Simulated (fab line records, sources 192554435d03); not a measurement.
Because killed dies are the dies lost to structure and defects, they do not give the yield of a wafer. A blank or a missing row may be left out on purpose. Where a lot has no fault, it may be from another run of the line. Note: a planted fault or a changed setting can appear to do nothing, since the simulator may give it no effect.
Matching of chambers / flow n5-finfet / rie-diel-05 running N5_BEOL_M0_SAQP_ETCH_84: 4 sister chambers
The step etches SOC in N2/H2, target depth 100 nm, overetch 20 nm, time 150 s. 4 wafers are shown with their chamber, then 10 later ones without.

## EACH WAFER AND ITS CHAMBER
wafer=L083.4; chamber=2; showerhead-plenum-p-Torr (Torr)=2.43
wafer=L088.1; chamber=0; showerhead-plenum-p-Torr (Torr)=2.60
wafer=L089.3; chamber=1; showerhead-plenum-p-Torr (Torr)=2.62
wafer=L089.4; chamber=3; showerhead-plenum-p-Torr (Torr)=2.58

## WAFERS MISSING THEIR CHAMBER
wafer=L089.6; showerhead-plenum-p-Torr (Torr)=2.58
wafer=L090.2; showerhead-plenum-p-Torr (Torr)=2.62
wafer=L090.4; showerhead-plenum-p-Torr (Torr)=2.43
wafer=L090.6; showerhead-plenum-p-Torr (Torr)=2.62
wafer=L092.1; showerhead-plenum-p-Torr (Torr)=2.42
wafer=L092.2; showerhead-plenum-p-Torr (Torr)=2.57
wafer=L092.5; showerhead-plenum-p-Torr (Torr)=2.62
wafer=L095.2; showerhead-plenum-p-Torr (Torr)=2.60
wafer=L095.3; showerhead-plenum-p-Torr (Torr)=2.43
wafer=L095.5; showerhead-plenum-p-Torr (Torr)=2.62

## CHAMBER TAKEN BY EACH
wafer=L089.6; from the rows above=3; in truth=3
wafer=L090.2; from the rows above=1; in truth=1
wafer=L090.4; from the rows above=2; in truth=2
wafer=L090.6; from the rows above=1; in truth=1
wafer=L092.1; from the rows above=2; in truth=2
wafer=L092.2; from the rows above=3; in truth=3
wafer=L092.5; from the rows above=1; in truth=1
wafer=L095.2; from the rows above=0; in truth=0
wafer=L095.3; from the rows above=2; in truth=2
wafer=L095.5; from the rows above=1; in truth=1
Correctly placed: 10 of 10. Not placeable from these rows: 0. Wrongly placed: 0.
How it was worked out, from the rows above alone: a wafer's distance from a chamber is the root of the sum, over the readings, of the square of ((its reading less the chamber's mean) divided by the reading's scatter). If the next closest chamber is less than 2 further off than the closest, the wafer can't be placed; otherwise it belongs to the closest. A chamber's mean is the mean of its shown wafers. The scatter: with one shown wafer a chamber, the root of the mean of the squares of how far each hidden wafer lies from its nearest shown one.
